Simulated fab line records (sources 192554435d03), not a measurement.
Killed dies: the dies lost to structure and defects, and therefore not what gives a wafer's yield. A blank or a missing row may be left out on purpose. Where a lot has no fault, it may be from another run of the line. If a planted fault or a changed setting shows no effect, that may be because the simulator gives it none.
A lot that was struck, set against a sound lot | flow n5 finfet | 15 out of 1938 route steps
Sound: the wafers L374.2, L374.3, L374.5. Struck: wafers L386.1, L386.3, L386.6. The cause is named last.
For every step that has rows: the tool of each side, followed by ch and its chambers, followed by its first start. Under that, the readings that differ: sound wafers | struck wafers | difference of the means | sigmas: that difference in standard deviations of wafers without a fault.
alike: readings whose means differ by less than 2 such deviations, and words and numbers that are the same on both sides. not compared: withheld readings, readings that some wafer has no value for, bounds like >300 that may hide the same value, and numbers for which the record gives no deviation and whose values overlap.
The two part at a step that has a row with sigmas, a row that says differs or no value, or rows on one side only. When numbers do not overlap yet have no deviation, they are printed without sigmas and do not part them. Lack of a reading on every wafer of one side parts them only where that side has two or more wafers.

first, 2 steps without rows for these wafers: N5_MOL_CONTACT_COAG_DESCUM_88 (chemistry O2, time 7 s); N5_MOL_CONTACT_COAG_ETCH_89 (etches underlayer in N2/H2, target depth 13 nm, time 10.4 s).
N5_MOL_CONTACT_COAG_ETCH_90: etches SiARC in CF4, target depth 13 nm, time 21.7 s.
  sound on rie diel-03 ch 0,1,3, day 6 19:28; struck on rie diel-03 ch 1,2, day 9 07:05
  alike: chamber pressure mTorr, drypump motor current A, etch rf on time s, oes product au, rf fwd power W, rf vpp V, showerhead plenum p Torr, throttle valve pct
  not compared: rf hours counter h
then, 1 step without rows for these wafers: N5_MOL_CONTACT_COAG_ALD_131 (deposits SiO2, target thk 5 nm, pulse time 1 s, co reactant pulse time 1 s).
N5_MOL_CONTACT_COAG_ETCHBACK_132: etches SiO2 in CHF3, target depth 10 nm, time 6.7 s.
  sound on rie diel-04 ch 0,1, day 6 19:44; struck on rie diel-04 ch 0,1,2, day 9 07:21
  alike: chamber pressure mTorr, drypump motor current A, oes product au, rf vpp V, showerhead plenum p Torr, throttle valve pct
  not compared: rf hours counter h
N5_MOL_CONTACT_COAG_ETCH_91: etches SOC in N2/H2, target depth 60 nm, overetch 21 nm, time 101.2 s.
  sound on rie diel-04 ch 0,1, day 6 19:46; struck on rie diel-04 ch 0,1,2, day 9 07:23
  alike: chamber pressure mTorr, drypump motor current A, oes product au, rf fwd power W, rf vpp V, showerhead plenum p Torr, throttle valve pct
  not compared: rf hours counter h
then, 4 steps without rows for these wafers: N5_MOL_CONTACT_COAG_STRIP_92 (strips in N2/H2); N5_MOL_CONTACT_COAG_STRIP_93 (strips in N2/H2); N5_MOL_CONTACT_COAG_ETCHBACK_135 (etches SiO2 in CHF3, target depth 25 nm, time 16.7 s); N5_MOL_CONTACT_COAG_STRIP_118 (strips in CHF3).
N5_MOL_CONTACT_COAG_VIA_ETCH_46: etches SiO2 in C4F6/O2, target depth 46 nm, overetch 9.2 nm, time 40 s.
  sound on rie diel-04 ch 0,1, day 6 19:53; struck on rie diel-04 ch 0,1,2, day 9 07:31
  alike: chamber pressure mTorr, drypump motor current A, oes_f_703_au, oes product au, rf fwd power W, rf vpp V, showerhead plenum p Torr, throttle valve pct
  not compared: rf hours counter h
then, 1 step without rows for these wafers: N5_MOL_CONTACT_COAG_STRIP_96 (strips in N2/H2).
N5_MOL_CONTACT_COAG_ETCH_47: etches SiNx in CH3F/O2, stops on W, target depth 27 nm.
  sound on rie diel-04 ch 0,1, day 6 20:00; struck on rie diel-04 ch 0,1,2, day 9 07:37
  reading                    | sound             | struck            | difference | sigmas
  etch rf on time s (s)      | 30.1 31.4 30.1    | 28.9 28.8 27.8    | -2.0       | -3
  oes_f_703_au (a.u.)        | 0.91 0.74 0.91    | 0.96 0.97 1.15    | +0.17      | +2
  rf fwd power W (W)         | 384.0 383.6 386.1 | 482.3 479.7 478.3 | +95.5      | +48
  rf vpp V (V)               | 292 295 292       | 262 267 263       | -29        | -5
  model.etch.t clear s (s)   | 25.04 26.17 25.13 | 24.05 24 23.16    | -1.71      |
  model.etch.over etch s (s) | 5.009 5.235 5.027 | 4.809 4.801 4.632 | -0.343     |
  alike: chamber pressure mTorr, drypump motor current A, oes product au, showerhead plenum p Torr, throttle valve pct
  not compared: rf hours counter h
N5_MOL_CONTACT_COAG_STRIP_119: strips in N2/H2, time 30 s.
  sound on plasma asher-02 ch 0,1, day 6 20:05; struck on plasma asher-02 ch 0,1, day 9 07:41
  alike: drypump motor current A, heater power w
  not compared: rf hours counter h
after that, 1 step had no rows for these wafers: N5_PASSIVATION_PROBE_49.

== WHERE THEY PART ==
Only at N5_MOL_CONTACT_COAG_ETCH_47, as far as this record shows. Later steps at which nothing parts them and some readings are alike: N5_MOL_CONTACT_COAG_STRIP_119.

WHY: the cause the simulator had injected
Process parameter drift: rie diel-04, from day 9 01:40 on, at N5_MOL_CONTACT_COAG_ETCH_47. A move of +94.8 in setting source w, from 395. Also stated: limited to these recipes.
